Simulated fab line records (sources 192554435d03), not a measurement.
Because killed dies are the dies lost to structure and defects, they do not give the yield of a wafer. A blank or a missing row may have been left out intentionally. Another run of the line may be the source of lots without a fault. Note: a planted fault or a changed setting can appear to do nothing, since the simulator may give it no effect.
Matching of chambers | flow n5 finfet | 4 sister chambers for N5_BEOL_M14_DESCUM_33 on rie diel-03
The step chemistry O2, time 7.9 s. 14 wafers are shown with their chamber, then 7 later ones without.

## WAFERS WITH THEIR CHAMBER
wafer  | chamber | showerhead plenum p Torr (Torr) | throttle valve pct (%) | oes product au (a.u.)
L080.1 | 0       | 2.20                            | 20.11                  | 0.83
L080.2 | 2       | 2.05                            | 20.12                  | 0.91
L080.5 | 0       | 2.20                            | 20.12                  | 0.83
L079.1 | 0       | 2.20                            | 20.10                  | 0.83
L079.3 | 2       | 2.05                            | 20.11                  | 0.92
L079.4 | 3       | 1.99                            | 20.70                  | 0.72
L083.3 | 3       | 1.99                            | 20.71                  | 0.72
L083.5 | 3       | 1.99                            | 20.73                  | 0.72
L083.6 | 2       | 2.05                            | 20.14                  | 0.89
L082.1 | 0       | 2.20                            | 20.13                  | 0.82
L082.4 | 2       | 2.05                            | 20.15                  | 0.89
L082.5 | 1       | 2.04                            | 20.04                  | 0.80
L086.1 | 3       | 1.98                            | 20.73                  | 0.70
L086.2 | 0       | 2.19                            | 20.13                  | 0.81

SIGNATURES (averages over the wafers above)
reading                  | chamber 0 | chamber 1 | chamber 2 | chamber 3 | scatter within a chamber
showerhead plenum p Torr | 2.1980    | 2.0400    | 2.0500    | 1.9875    | 0.00394
throttle valve pct       | 20.1180   | 20.0400   | 20.1300   | 20.7175   | 0.0153
oes product au           | 0.8240    | 0.8000    | 0.9025    | 0.7150    | 0.0114
Rule: a wafer lies at a distance from a chamber equal to the root of the sum of squares, over the readings, of (its reading less the chamber's mean, divided by the reading's scatter). The wafer belongs to the nearest chamber; if the next one is less than 2 further off, it can't be placed. The scatter: take each reading less its chamber's mean, square it, sum over the shown wafers, divide by the number of wafers less the number of chambers, and take the root.

## WAFERS WITH NO CHAMBER GIVEN
wafer  | showerhead plenum p Torr (Torr) | throttle valve pct (%) | oes product au (a.u.)
L086.6 | 2.04                            | 20.05                  | 0.78
L088.1 | 2.19                            | 20.16                  | 0.79
L088.2 | 2.03                            | 20.05                  | 0.77
L088.5 | 1.98                            | 20.73                  | 0.69
L097.3 | 2.18                            | 20.18                  | 0.78
L097.4 | 1.98                            | 20.77                  | 0.69
L097.6 | 1.98                            | 20.79                  | 0.68

## WHICH CHAMBER EACH WENT THROUGH
wafer  | from the rows above | in truth
L086.6 | 1                   | 1
L088.1 | 0                   | 0
L088.2 | 1                   | 1
L088.5 | 3                   | 3
L097.3 | 0                   | 0
L097.4 | 3                   | 3
L097.6 | 3                   | 3
Correctly placed: 7 of 7. From these rows, 0 cannot be placed. Placed wrongly: 0.
